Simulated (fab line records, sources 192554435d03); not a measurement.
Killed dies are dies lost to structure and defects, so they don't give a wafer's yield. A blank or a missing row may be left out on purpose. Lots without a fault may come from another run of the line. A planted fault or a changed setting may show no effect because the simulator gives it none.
Chamber matching | flow n5_finfet | N5_BEOL_M9_STRIP_67 on rie_diel-01: 4 sister chambers
The step strips in CF4. 24 wafers are shown with their chamber, then 12 later ones without.

WAFERS WITH THEIR CHAMBER
wafer  | chamber | showerhead_plenum_p_Torr (Torr) | drypump_motor_current_A (A) | throttle_valve_pct (%)
L078.1 | 3       | 1.82                            | 5.4                         | 13.45
L078.2 | 0       | 1.89                            | 5.1                         | 13.45
L078.3 | 1       | 1.90                            | 6.0                         | 13.12
L078.4 | 0       | 1.89                            | 5.1                         | 13.45
L078.5 | 3       | 1.82                            | 5.4                         | 13.46
L078.6 | 1       | 1.90                            | 5.9                         | 13.13
L079.2 | 1       | 1.89                            | 6.0                         | 13.15
L079.4 | 2       | 1.77                            | 5.6                         | 13.25
L079.5 | 1       | 1.89                            | 5.9                         | 13.16
L083.2 | 1       | 1.89                            | 6.0                         | 13.19
L083.5 | 3       | 1.81                            | 5.4                         | 13.52
L083.6 | 0       | 1.88                            | 5.1                         | 13.49
L084.1 | 1       | 1.89                            | 6.0                         | 13.19
L084.2 | 2       | 1.76                            | 5.5                         | 13.30
L084.3 | 0       | 1.88                            | 5.1                         | 13.49
L084.4 | 3       | 1.81                            | 5.4                         | 13.52
L084.5 | 2       | 1.76                            | 5.6                         | 13.28
L084.6 | 1       | 1.89                            | 6.0                         | 13.19
L082.1 | 3       | 1.81                            | 5.4                         | 13.54
L082.4 | 0       | 1.88                            | 5.0                         | 13.50
L082.5 | 2       | 1.76                            | 5.6                         | 13.29
L085.1 | 1       | 1.89                            | 6.0                         | 13.18
L085.5 | 2       | 1.76                            | 5.5                         | 13.29
L085.6 | 1       | 1.89                            | 6.0                         | 13.17

SIGNATURES (means of the wafers above)
reading                  | chamber 0 | chamber 1 | chamber 2 | chamber 3 | scatter within a chamber
showerhead_plenum_p_Torr | 1.8840    | 1.8922    | 1.7620    | 1.8140    | 0.00488
drypump_motor_current_A  | 5.080     | 5.978     | 5.560     | 5.400     | 0.0422
throttle_valve_pct       | 13.4760   | 13.1644   | 13.2820   | 13.4980   | 0.0282
Rule: a wafer's distance from a chamber is the root of the sum, over the readings, of the square of ((its reading less the chamber's mean) divided by the reading's scatter). The wafer belongs to the nearest chamber; if the next one is less than 2 further off, it can't be placed. The scatter: the root of (the sum of the squares of (reading less its chamber's mean) over the shown wafers, divided by (wafers less chambers)).

WAFERS WITHOUT THEIR CHAMBER
wafer  | showerhead_plenum_p_Torr (Torr) | drypump_motor_current_A (A) | throttle_valve_pct (%)
L087.1 | 1.76                            | 5.5                         | 13.30
L087.3 | 1.88                            | 5.1                         | 13.49
L087.5 | 1.89                            | 6.0                         | 13.16
L095.3 | 1.89                            | 6.0                         | 13.21
L095.4 | 1.89                            | 6.0                         | 13.22
L095.5 | 1.81                            | 5.4                         | 13.57
L094.1 | 1.87                            | 5.1                         | 13.53
L094.2 | 1.89                            | 5.9                         | 13.21
L094.3 | 1.80                            | 5.4                         | 13.58
L094.4 | 1.81                            | 5.4                         | 13.57
L094.5 | 1.87                            | 5.1                         | 13.55
L094.6 | 1.88                            | 6.0                         | 13.23

WHICH CHAMBER EACH WENT THROUGH
wafer  | from the rows above | in truth
L087.1 | 2                   | 2
L087.3 | 0                   | 0
L087.5 | 1                   | 1
L095.3 | 1                   | 1
L095.4 | 1                   | 1
L095.5 | 3                   | 3
L094.1 | 0                   | 0
L094.2 | 1                   | 1
L094.3 | 3                   | 3
L094.4 | 3                   | 3
L094.5 | 0                   | 0
L094.6 | 1                   | 1
Placed correctly: 12 of 12. Can't be placed from these rows: 0. Placed wrongly: 0.
